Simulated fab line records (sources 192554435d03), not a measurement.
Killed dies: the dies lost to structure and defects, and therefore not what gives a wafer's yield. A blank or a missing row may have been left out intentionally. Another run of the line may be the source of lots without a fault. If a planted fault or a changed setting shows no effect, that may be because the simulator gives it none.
fab line records	flow n5-finfet
record: lots: 7	wafers: 39
route steps=1938 shown FIN_SAQP@96 SD_EPI_N@288 SD_ACTIVATION@330 HKMG_FIN@386 MOL_CONTACT_COAG@547
start-h: hours from the record's first day to the start of the lot's first wafer shown	wait-h: hours since the lot's step before	" as in the row above	L1.1+2: several wafers, shown together as one row	- no value, or no start was given	* or withheld: withheld	< > ~ a bound
route shown NAME@n: NAME is a module with steps in the file, n the number in the route of the first one	usual: mean/standard deviation of fault-free wafers	same: alike in all rows	chamber/n: place in a boat	sites: each site's reading	_std_site: how widely they spread, as a standard deviation	_edge_site: outer sites' mean less inner sites'	radius-mm: for every site, how far away it sits from the centre of the wafer	mask NAME#n: copy n	behind: the most recent tool/chamber to have shaped the wafer	hold: why the lot was held/for how many hours/how that ended	device: transistor that didn't switch, given as n, p or np	end of line: the route-end tests of the same wafers	step lacking rows: just its recipe	killed: the dies lost at the first sort to structure and to defects; this is not the yield of the wafer	map: the dies of a wafer, with x for killed, . for not killed, _ for no die there
set.NAME: the setting the step ran with; set.NAME@STEP: the setting that earlier step ran with	model.NAME: the simulator's own value behind a step, which no gauge read
lots run with intentionally changed settings; tables by step, rows by wafer
== steps ==
step: N5_FIN_SAQP_HM_DEP_03
recipe: material: SiNx	target-thk-a: 380	temp-c: 400	precursor: SiH4/NH3/N2	pressure-torr: 1.5	rf-w: 300	time-s: 33.6
lot.wafer	tool	chamber	start-h	wait-h	set.time-s	model.SiNx_of_FIN_SAQP_HM_DEP_03.thk-nm
L074.1	pecvd-04	0	21.50	0.2	17.8	19.87
L074.2	"	2	"	"	33.6	37.7
L074.3	"	1	"	"	33.6	37.89
L074.4	"	0	"	"	17.8	20.09
L074.5	"	1	"	"	17.8	20.58
L074.6	"	2	"	"	33.6	38.26
L075.1	pecvd-01	0	28.84	0.2	33.6	38.23
L075.2	"	2	"	"	23.09	26.35
L075.3	"	1	"	"	33.6	38.28
L075.4	"	0	"	"	23.09	26.96
L075.5	"	1	"	"	33.6	38.51
L075.6	"	2	"	"	23.09	26.71
L080.1	pecvd-02	2	57.27	0.2	33.6	37.61
L080.2	"	0	"	"	49.22	54.77
L080.3	"	1	"	"	49.22	54.97
L080.4	"	1	"	"	33.6	37.9
L080.5	"	2	"	"	49.22	56.26
L080.6	"	0	"	"	33.6	37.87
L083.1	pecvd-02	1	75.49	0.2	38.9	43.85
L083.2	"	2	"	"	33.6	37.82
L083.3	"	0	"	"	38.9	43.35
L083.4	"	1	"	"	38.9	44.32
L083.5	"	0	"	"	33.6	37.95
L083.6	"	2	"	"	33.6	38.35
L084.1	pecvd-02	0	81.66	0.3	33.6	37.52
L084.2	"	1	"	"	52.72	59.3
L084.3	"	2	"	"	33.6	37.59
L084.4	"	0	"	"	52.72	59.66
L084.5	"	2	"	"	52.72	60.13
L084.6	"	1	"	"	33.6	38.39
L088.3	pecvd-01	1	107.17	0.1	33.6	37.34
L088.5	"	1	"	"	33.6	38.01
L088.6	"	0	"	"	33.6	38.51
L096.1	pecvd-01	1	153.15	0.2	16.71	19.27
L096.2	"	0	"	"	33.6	38.96
L096.3	"	2	"	"	33.6	38.45
L096.4	"	0	"	"	16.71	20.3
L096.5	"	1	"	"	33.6	38.76
L096.6	"	2	"	"	16.71	19.83
step: N5_FIN_SAQP_THK_MEAS_05
usual: thk-nm: 38.0/0.5
lot.wafer	tool	chamber	start-h	wait-h	set.time-s@FIN_SAQP_HM_DEP_03	thk-nm
L074.1	film-metro-01	-	21.58	0.1	17.8	19.9
L074.2	"	-	"	"	33.6	37.7
L074.3	"	-	"	"	33.6	37.9
L074.4	"	-	"	"	17.8	20.1
L074.5	"	-	"	"	17.8	20.5
L074.6	"	-	"	"	33.6	38.3
L075.1	film-metro-01	-	28.93	0.1	33.6	38.3
L075.2	"	-	"	"	23.09	26.3
L075.3	"	-	"	"	33.6	38.3
L075.4	"	-	"	"	23.09	27.0
L075.5	"	-	"	"	33.6	38.6
L075.6	"	-	"	"	23.09	26.8
L080.1	film-metro-01	-	57.36	0.1	33.6	37.6
L080.2	"	-	"	"	49.22	54.8
L080.3	"	-	"	"	49.22	55.0
L080.4	"	-	"	"	33.6	37.9
L080.5	"	-	"	"	49.22	56.3
L080.6	"	-	"	"	33.6	37.9
L083.1	film-metro-01	-	75.57	0.1	38.9	43.8
L083.2	"	-	"	"	33.6	37.8
L083.3	"	-	"	"	38.9	43.3
L083.4	"	-	"	"	38.9	44.3
L083.5	"	-	"	"	33.6	37.9
L083.6	"	-	"	"	33.6	38.3
L084.1	film-metro-01	-	81.75	0.1	33.6	37.5
L084.2	"	-	"	"	52.72	59.3
L084.3	"	-	"	"	33.6	37.6
L084.4	"	-	"	"	52.72	59.6
L084.5	"	-	"	"	52.72	60.1
L084.6	"	-	"	"	33.6	38.4
L088.3	film-metro-01	-	107.26	0.1	33.6	37.4
L088.5	"	-	"	"	33.6	38.0
L088.6	"	-	"	"	33.6	38.5
L096.1	film-metro-01	-	153.24	0.1	16.71	19.3
L096.2	"	-	"	"	33.6	39.0
L096.3	"	-	"	"	33.6	38.4
L096.4	"	-	"	"	16.71	20.3
L096.5	"	-	"	"	33.6	38.7
L096.6	"	-	"	"	16.71	19.8
step: N5_FIN_SAQP_PECVD_47
recipe: material: a-Si	target-thk-a: 450	temp-c: 400	precursor: SiH4/He	pressure-torr: 3	rf-w: 100	time-s: 36.3
step: N5_FIN_SAQP_PECVD_48
recipe: material: SiNx	target-thk-a: 250	temp-c: 400	precursor: SiH4/NH3/N2	pressure-torr: 1.5	rf-w: 300	time-s: 22.1
step: N5_FIN_SAQP_MANDREL2_REMOVE_60
recipe: chemistry: HBr/Cl2/O2	bt-time-s: 10	target: a-Si	stop-on: SiNx	endpoint: OES-SiCl	over-etch-frac: 1	icp-w: 600	bias-w: 22	HBr_flow_sccm: 150	Cl2_flow_sccm: 80	O2_flow_sccm: 5	pressure-mtorr: 10
step: N5_FIN_SAQP_HM_OPEN_33
recipe: chemistry: CH3F/O2	target: SiNx	mask-material: SiO2	target-depth-a: 494	time-s: 70.6	pressure-mtorr: 30	source-w: 395	bias-w: 73	Ar_flow_sccm: 150	CH3F_flow_sccm: 30	O2_flow_sccm: 20	ion-energy-ev: 120	ends: cleared
usual: etch-rf-on-time-s: 69.3/1.6
lot.wafer	tool	chamber	start-h	wait-h	set.time-s@FIN_SAQP_HM_DEP_03	etch-rf-on-time-s	model.etch.depth-nm
L074.1	rie-diel-02	2	26.07	0.0	17.8	35.5	19.1
L074.2	"	0	"	"	33.6	70.0	37.07
L074.3	"	3	"	"	33.6	69.5	37.2
L074.4	"	1	"	"	17.8	37.1	19.46
L074.5	"	3	"	"	17.8	37.0	19.95
L074.6	"	2	"	"	33.6	69.8	37.63
L075.1	rie-diel-06	2	33.66	0.0	33.6	71.1	37.54
L075.2	"	0	"	"	23.09	47.0	25.57
L075.3	"	1	"	"	33.6	69.1	37.65
L075.4	"	3	"	"	23.09	50.2	26.33
L075.5	"	1	"	"	33.6	69.4	37.74
L075.6	"	2	"	"	23.09	49.3	26.08
L080.1	rie-diel-06	3	63.69	0.0	33.6	69.6	36.74
L080.2	"	0	"	"	49.22	99.5	54.14
L080.3	"	2	"	"	49.22	102.5	54.35
L080.4	"	1	"	"	33.6	68.0	37.12
L080.5	"	0	"	"	49.22	101.5	55.39
L080.6	"	1	"	"	33.6	67.6	37.1
L083.1	rie-diel-03	0	81.19	0.1	38.9	80.1	43.22
L083.2	"	1	"	"	33.6	66.0	36.95
L083.3	"	3	"	"	38.9	80.0	42.72
L083.4	"	0	"	"	38.9	81.5	43.55
L083.5	"	1	"	"	33.6	66.8	37.32
L083.6	"	3	"	"	33.6	70.2	37.48
L084.1	rie-diel-03	1	87.11	0.0	33.6	65.2	36.66
L084.2	"	0	"	"	52.72	108.4	58.67
L084.3	"	3	"	"	33.6	68.5	36.81
L084.4	"	2	"	"	52.72	109.8	59.03
L084.5	"	2	"	"	52.72	109.6	59.36
L084.6	"	1	"	"	33.6	67.6	37.77
L088.3	rie-diel-03	0	112.47	0.1	33.6	69.5	36.56
L088.5	"	3	"	"	33.6	70.5	37.39
L088.6	"	2	"	"	33.6	70.9	37.73
L096.1	rie-diel-03	0	158.33	0.0	16.71	35.1	18.4
L096.2	"	1	"	"	33.6	69.8	38.19
L096.3	"	3	"	"	33.6	71.1	37.82
L096.4	"	2	"	"	16.71	37.4	19.67
L096.5	"	1	"	"	33.6	70.0	38.13
L096.6	"	2	"	"	16.71	36.8	19.21
step: N5_SD_EPI_N_EPI_21
recipe: material: Si:P	dopant: P	temp-c: 680	pressure-torr: 255	time-s: 690
lot.wafer	tool	chamber	start-h	wait-h	set.epi-growth-time-s	model.Si-P_of_SD_EPI_N_EPI_21.thk-nm
L074.1+2	epi-rpcvd-04	0	51.54	0.1	690	60.2
L074.3+6	"	0	"	"	841.2	68.8
L074.4	"	0	"	"	841.2	69.2
L074.5	"	0	"	"	690	60
L075.1	epi-rpcvd-02	0	60.19	0.2	381.1	35
L075.2	"	0	"	"	381.1	35.4
L075.3+6	"	0	"	"	690	59
L075.4	"	0	"	"	381.1	34.8
L075.5	"	0	"	"	690	59.6
L080.1	epi-rpcvd-04	0	87.27	0.1	690	57.6
L080.2	"	0	"	"	690	58.8
L080.3+4+6	"	0	"	"	323.3	29.4
L080.5	"	0	"	"	690	58.6
L083.1	epi-rpcvd-03	0	111.11	0.1	875.9	71.8
L083.2	"	0	"	"	875.9	71
L083.3	"	0	"	"	690	59.8
L083.4	"	0	"	"	875.9	70.4
L083.5	"	0	"	"	690	59
L083.6	"	0	"	"	690	60
L084.1	epi-rpcvd-02	0	113.66	0.2	349	32.4
L084.2+3	"	0	"	"	690	60
L084.4	"	0	"	"	349	32
L084.5	"	0	"	"	349	32.8
L084.6	"	0	"	"	690	59.4
L088.3	epi-rpcvd-03	0	136.89	0.7	690	59.8
L088.5	"	0	"	"	690	59.6
L088.6	"	0	"	"	690	60
L096.1	epi-rpcvd-03	0	181.65	0.1	421.7	39.4
L096.2+3	"	0	"	"	690	59.2
L096.4	"	0	"	"	421.7	39
L096.5	"	0	"	"	421.7	39.2
L096.6	"	0	"	"	690	60.2
step: N5_SD_EPI_N_EPI_MEAS_23
recipe: mode: xrd
usual: thk-nm: 59.3/1.3
lot.wafer	tool	chamber	start-h	wait-h	set.epi-growth-time-s@SD_EPI_N_EPI_21	thk-nm
L074.1	film-metro-01	-	53.27	1.5	690	60.8
L074.2	"	-	"	"	690	60.8
L074.3	"	-	"	"	841.2	69.0
L074.4	"	-	"	"	841.2	69.0
L074.5	"	-	"	"	690	59.7
L074.6	"	-	"	"	841.2	70.6
L075.1	film-metro-01	-	62.46	1.9	381.1	36.4
L075.2	"	-	"	"	381.1	35.6
L075.3	"	-	"	"	690	59.4
L075.4	"	-	"	"	381.1	34.4
L075.5	"	-	"	"	690	61.3
L075.6	"	-	"	"	690	57.5
L080.1	film-metro-02	-	88.99	1.4	690	57.7
L080.2	"	-	"	"	690	58.3
L080.3	"	-	"	"	323.3	29.7
L080.4	"	-	"	"	323.3	30.1
L080.5	"	-	"	"	690	55.8
L080.6	"	-	"	"	323.3	31.8
L083.1	film-metro-02	-	112.83	1.4	875.9	70.4
L083.2	"	-	"	"	875.9	70.9
L083.3	"	-	"	"	690	61.7
L083.4	"	-	"	"	875.9	72.1
L083.5	"	-	"	"	690	56.9
L083.6	"	-	"	"	690	59.7
L084.1	film-metro-02	-	115.94	1.9	349	31.6
L084.2	"	-	"	"	690	60.5
L084.3	"	-	"	"	690	59.2
L084.4	"	-	"	"	349	32.4
L084.5	"	-	"	"	349	33.4
L084.6	"	-	"	"	690	60.3
L088.3	film-metro-02	-	138.05	0.9	690	59.4
L088.5	"	-	"	"	690	58.7
L088.6	"	-	"	"	690	59.9
L096.1	film-metro-01	-	183.37	1.4	421.7	39.8
L096.2	"	-	"	"	690	58.7
L096.3	"	-	"	"	690	60.0
L096.4	"	-	"	"	421.7	38.6
L096.5	"	-	"	"	421.7	39.2
L096.6	"	-	"	"	690	61.2
step: N5_SD_EPI_N_PRECLEAN_24
recipe: chemistry: O3/DIW	time-s: 60	temp-c: 22	o3-ppm: 10
lot.wafer	tool	chamber	start-h	wait-h	set.epi-growth-time-s@SD_EPI_N_EPI_21	model.Si-P_of_SD_EPI_N_EPI_21.thk-nm
L074.1+2	wet-bench-01	3,6	53.31	0.0	690	59.8
L074.3+6	"	4,7	"	"	841.2	68.4
L074.4	"	0	"	"	841.2	68.6
L074.5	"	5	"	"	690	59.6
L075.1	wet-bench-01	2	62.50	0.0	381.1	34.8
L075.2	"	7	"	"	381.1	35.2
L075.3+6	"	5,0	"	"	690	58.6
L075.4	"	1	"	"	381.1	34.6
L075.5	"	6	"	"	690	59.2
L080.1	wet-bench-04	1	89.02	0.0	690	57.4
L080.2	"	6	"	"	690	58.4
L080.3+4+6	"	3,7,2	"	"	323.3	29.2
L080.5	"	0	"	"	690	58.2
L083.1	wet-bench-04	0	112.89	0.1	875.9	71.2
L083.2	"	7	"	"	875.9	70.6
L083.3	"	4	"	"	690	59.4
L083.4	"	5	"	"	875.9	69.8
L083.5	"	3	"	"	690	58.6
L083.6	"	6	"	"	690	59.6
L084.1	wet-bench-04	7	115.98	0.0	349	32.2
L084.2+3	"	4,1	"	"	690	59.6
L084.4	"	6	"	"	349	31.8
L084.5	"	0	"	"	349	32.4
L084.6	"	5	"	"	690	59
L088.3	wet-bench-04	5	138.08	0.0	690	59.4
L088.5	"	4	"	"	690	59.2
L088.6	"	3	"	"	690	59.6
L096.1	wet-bench-04	6	183.41	0.0	421.7	39.2
L096.2+3	"	0,7	"	"	690	58.8
L096.4	"	3	"	"	421.7	38.8
L096.5	"	5	"	"	421.7	39
L096.6	"	4	"	"	690	59.8
step: N5_SD_EPI_N_SRD_25
recipe: time-s: 30	temp-c: 23	rinse-liquid: diw	dry: ipa-marangoni
step: N5_SD_EPI_N_PRECLEAN_49
recipe: chemistry: NF3:NH3	afs-cycles: 1	temp-c: 30	time-s: 20	sublimation-temp-c: 180	sublimation-time-s: 60	pressure-torr: 3	rf-power-w: 30
step: N5_SD_ACTIVATION_RTA_00
recipe: temp-c: 975	time-s: 0	ambient: N2	idle-temp-c: 600	ramp-up-c-per-s: 150	ramp-down-c-per-s: 60	cool-to-c: 600
step: N5_SD_ACTIVATION_LSA_01
recipe: temp-c: 1080	time-s: 0.0008	ambient: N2
step: N5_SD_ACTIVATION_RS_MEAS_03
recipe: thk-meas-gauge: four-point-probe
usual: RS_SD_N: 21.81/0.28	RS_SD_P: 55.8/0.85
lot.wafer	tool	chamber	start-h	wait-h	set.epi-growth-time-s@SD_EPI_N_EPI_21	RS_SD_N[ohm/sq]	RS_SD_P[ohm/sq]
L074.1	film-metro-01	-	58.83	0.2	690	21.38	56.5
L074.2	"	-	"	"	690	21.44	55.5
L074.3	"	-	"	"	841.2	18.83	54.8
L074.4	"	-	"	"	841.2	18.75	55.2
L074.5	"	-	"	"	690	21.65	56.2
L074.6	"	-	"	"	841.2	18.84	55.2
L075.1	film-metro-02	-	67.73	0.2	381.1	36.84	53.9
L075.2	"	-	"	"	381.1	36.41	54.7
L075.3	"	-	"	"	690	22.09	54.6
L075.4	"	-	"	"	381.1	37.08	54.9
L075.5	"	-	"	"	690	21.67	53.9
L075.6	"	-	"	"	690	22.07	54.0
L080.1	film-metro-02	-	95.18	0.2	690	22.27	56.6
L080.2	"	-	"	"	690	22.00	56.3
L080.3	"	-	"	"	323.3	44.14	56.6
L080.4	"	-	"	"	323.3	44.00	56.2
L080.5	"	-	"	"	690	22.12	55.8
L080.6	"	-	"	"	323.3	43.75	56.3
L083.1	film-metro-01	-	118.13	0.2	875.9	17.96	55.4
L083.2	"	-	"	"	875.9	18.18	55.9
L083.3	"	-	"	"	690	21.48	55.4
L083.4	"	-	"	"	875.9	18.49	55.4
L083.5	"	-	"	"	690	22.01	55.9
L083.6	"	-	"	"	690	21.55	54.7
L084.1	film-metro-01	-	121.01	0.2	349	39.84	54.9
L084.2	"	-	"	"	690	21.61	54.8
L084.3	"	-	"	"	690	21.62	55.3
L084.4	"	-	"	"	349	40.47	53.7
L084.5	"	-	"	"	349	39.34	55.1
L084.6	"	-	"	"	690	21.80	54.9
L088.3	film-metro-02	-	143.82	0.2	690	21.51	55.1
L088.5	"	-	"	"	690	21.69	55.5
L088.6	"	-	"	"	690	21.54	55.8
L096.1	film-metro-01	-	189.07	0.2	421.7	32.52	55.1
L096.2	"	-	"	"	690	21.87	56.1
L096.3	"	-	"	"	690	21.85	56.6
L096.4	"	-	"	"	421.7	33.17	55.7
L096.5	"	-	"	"	421.7	33.09	56.6
L096.6	"	-	"	"	690	21.36	56.1
step: N5_HKMG_FIN_HK_ALD_01
recipe: material: HfO2	target-thk-a: 16	temp-c: withheld	ald-precursor-family: HfCl4	ald-co-reactant: H2O	pulse-time-s: 3	purge-time-s: 3	co-reactant-purge-time-s: 2.5	co-reactant-pulse-time-s: 0.3	ald-cycles: 30
lot.wafer	tool	chamber	start-h	wait-h	set.ald-cycles	model.HfO2_of_HKMG_FIN_HK_ALD_01.thk-nm
L074.1+2+3+4+5+6	ald-hk-01	1,3,2,0,1,2	70.75	0.0	30	1.6
L075.1+4+5	ald-hk-01	0,2,1	79.21	0.0	25	1.4
L075.2+3+6	"	3,1,2	"	"	30	1.6
L080.1+2+3+4+5+6	ald-hk-01	3,0,2,1,3,2	107.65	0.0	30	1.6
L083.1+2+6	ald-hk-02	3,1,0	129.99	0.1	20	1
L083.3+4+5	"	2,0,3	"	"	30	1.6
L084.1+2+3	ald-hk-03	0,1,2	133.20	0.0	30	1.6
L084.4+5+6	"	3,0,1	"	"	19	1
L088.3+5+6	ald-hk-03	0,3,2	155.90	0.0	30	1.6
L096.1+2+6	ald-hk-03	1,3,0	202.14	0.0	18	1
L096.3+4+5	"	0,2,3	"	"	30	1.6
step: N5_HKMG_FIN_HK_ANNEAL_02
recipe: temp-c: 700	time-s: 30	ambient: N2	idle-temp-c: 600	ramp-up-c-per-s: 150	ramp-down-c-per-s: 60	cool-to-c: 600
step: N5_HKMG_FIN_ALD_74
recipe: material: La2O3	target-thk-a: 5	temp-c: 250	ald-precursor-family: La-Cp	ald-co-reactant: O3	pulse-time-s: 6	co-reactant-pulse-time-s: 1	purge-time-s: 3	co-reactant-purge-time-s: 3
step: N5_HKMG_FIN_WET_ETCH_82
recipe: chemistry: dHCl	mix: 1:10000	temp-c: 25	target: La2O3	stop-on: HfO2	target-depth-nm: 2	dry: ipa-marangoni	rinse-time-s: 30	rinse-temp-c: 23
step: N5_HKMG_FIN_ALD_36
recipe: material: TiN	target-thk-a: 10	temp-c: 400	ald-precursor-family: TiCl4	ald-co-reactant: NH3	pulse-time-s: 1	purge-time-s: 3	co-reactant-purge-time-s: 2	co-reactant-pulse-time-s: 2	ald-cycles: 47	pressure-torr: 3
step: N5_HKMG_FIN_THK_MEAS_70
recipe: thk-meas-gauge: xrf	reads: HfO2_of_HKMG_FIN_HK_ALD_01
usual: HK_THK: 1.577/0.02
lot.wafer	tool	chamber	start-h	wait-h	set.ald-cycles@HKMG_FIN_HK_ALD_01	HK_THK[nm]
L074.1	film-metro-01	-	74.71	0.2	30	1.585
L074.2	"	-	"	"	30	1.585
L074.3	"	-	"	"	30	1.553
L074.4	"	-	"	"	30	1.568
L074.5	"	-	"	"	30	1.580
L074.6	"	-	"	"	30	1.585
L075.1	film-metro-01	-	83.56	0.2	25	1.307
L075.2	"	-	"	"	30	1.580
L075.3	"	-	"	"	30	1.568
L075.4	"	-	"	"	25	1.321
L075.5	"	-	"	"	25	1.326
L075.6	"	-	"	"	30	1.573
L080.1	film-metro-02	-	111.27	0.2	30	1.597
L080.2	"	-	"	"	30	1.578
L080.3	"	-	"	"	30	1.588
L080.4	"	-	"	"	30	1.566
L080.5	"	-	"	"	30	1.525
L080.6	"	-	"	"	30	1.611
L083.1	film-metro-01	-	133.79	0.2	20	1.046
L083.2	"	-	"	"	20	1.048
L083.3	"	-	"	"	30	1.554
L083.4	"	-	"	"	30	1.575
L083.5	"	-	"	"	30	1.576
L083.6	"	-	"	"	20	1.039
L084.1	film-metro-02	-	136.64	0.2	30	1.559
L084.2	"	-	"	"	30	1.602
L084.3	"	-	"	"	30	1.589
L084.4	"	-	"	"	19	0.999
L084.5	"	-	"	"	19	1.021
L084.6	"	-	"	"	19	0.982
L088.3	film-metro-02	-	159.35	0.2	30	1.581
L088.5	"	-	"	"	30	1.562
L088.6	"	-	"	"	30	1.593
L096.1	film-metro-02	-	205.58	0.2	18	0.999
L096.2	"	-	"	"	18	0.949
L096.3	"	-	"	"	30	1.616
L096.4	"	-	"	"	30	1.601
L096.5	"	-	"	"	30	1.610
L096.6	"	-	"	"	18	0.949
step: N5_MOL_CONTACT_COAG_SPUTTER_143
recipe: material: Co	target-thk-a: 25	temp-c: 25	chamber-pressure-pa: 0.2
lot.wafer	tool	chamber	start-h	wait-h	set.target-thk-a	model.Co_of_MOL_CONTACT_COAG_SPUTTER_143.thk-nm
L074.1	pvd-sputter-03	-	91.06	0.0	25	2.4
L074.2+4	"	-	"	"	25	2.6
L074.3+6	"	-	"	"	37.63	3.8
L074.5	"	-	"	"	37.63	3.6
L075.1	pvd-sputter-02	-	100.59	0.0	25	2.6
L075.2+3+4+5+6	"	-	"	"	25	2.4
L080.1+3	pvd-sputter-03	-	128.07	0.0	16.67	1.6
L080.2	"	-	"	"	25	2.6
L080.4	"	-	"	"	16.67	1.4
L080.5	"	-	"	"	25	2.2
L080.6	"	-	"	"	25	2.4
L083.1+5	pvd-sputter-01	-	150.41	0.0	25	2.8
L083.2	"	-	"	"	19.03	2
L083.3	"	-	"	"	25	2.6
L083.4+6	"	-	"	"	19.03	2.2
L084.1+5	pvd-sputter-02	-	152.84	0.0	36.21	3.4
L084.2+6	"	-	"	"	25	2.4
L084.3	"	-	"	"	36.21	3.6
L084.4	"	-	"	"	25	2.6
L088.3+5+6	pvd-sputter-01	-	175.70	0.0	25	2.6
L096.1+5	pvd-sputter-01	-	223.53	0.0	10.72	1.2
L096.2	"	-	"	"	25	2.8
L096.3	"	-	"	"	10.72	1.4
L096.4+6	"	-	"	"	25	2.6
== key ==
split: step: N5_FIN_SAQP_HM_DEP_03	setting: time-s	stated: 33.6	by: wafer
response: step: N5_FIN_SAQP_HM_DEP_03	reading: model.SiNx_of_FIN_SAQP_HM_DEP_03.thk-nm	change: +0.379	per: 1%	r: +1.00
response: step: N5_FIN_SAQP_THK_MEAS_05	reading: thk-nm	change: *	per: 1%	r: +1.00
response: step: N5_FIN_SAQP_HM_OPEN_33	reading: etch-rf-on-time-s	change: *	per: 1%	r: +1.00
response: step: N5_FIN_SAQP_HM_OPEN_33	reading: model.etch.depth-nm	change: +0.38	per: 1%	r: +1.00
split: step: N5_SD_EPI_N_EPI_21	setting: epi-growth-time-s	stated: 690	by: wafer
response: step: N5_SD_EPI_N_EPI_21	reading: model.Si-P_of_SD_EPI_N_EPI_21.thk-nm	change: +0.527	per: 1%	r: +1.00
response: step: N5_SD_EPI_N_EPI_MEAS_23	reading: thk-nm	change: *	per: 1%	r: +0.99
response: step: N5_SD_EPI_N_PRECLEAN_24	reading: model.Si-P_of_SD_EPI_N_EPI_21.thk-nm	change: +0.523	per: 1%	r: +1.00
response: step: N5_SD_ACTIVATION_RS_MEAS_03	reading: RS_SD_N	change: -0.332	per: 1%	r: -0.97
split: step: N5_HKMG_FIN_HK_ALD_01	setting: ald-cycles	stated: 30	by: wafer
response: step: N5_HKMG_FIN_HK_ALD_01	reading: model.HfO2_of_HKMG_FIN_HK_ALD_01.thk-nm	change: +0.016	per: 1%	r: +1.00
response: step: N5_HKMG_FIN_THK_MEAS_70	reading: HK_THK	change: +0.0159	per: 1%	r: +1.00
split: step: N5_MOL_CONTACT_COAG_SPUTTER_143	setting: target-thk-a	stated: 25	by: wafer
response: step: N5_MOL_CONTACT_COAG_SPUTTER_143	reading: model.Co_of_MOL_CONTACT_COAG_SPUTTER_143.thk-nm	change: +0.0241	per: 1%	r: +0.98
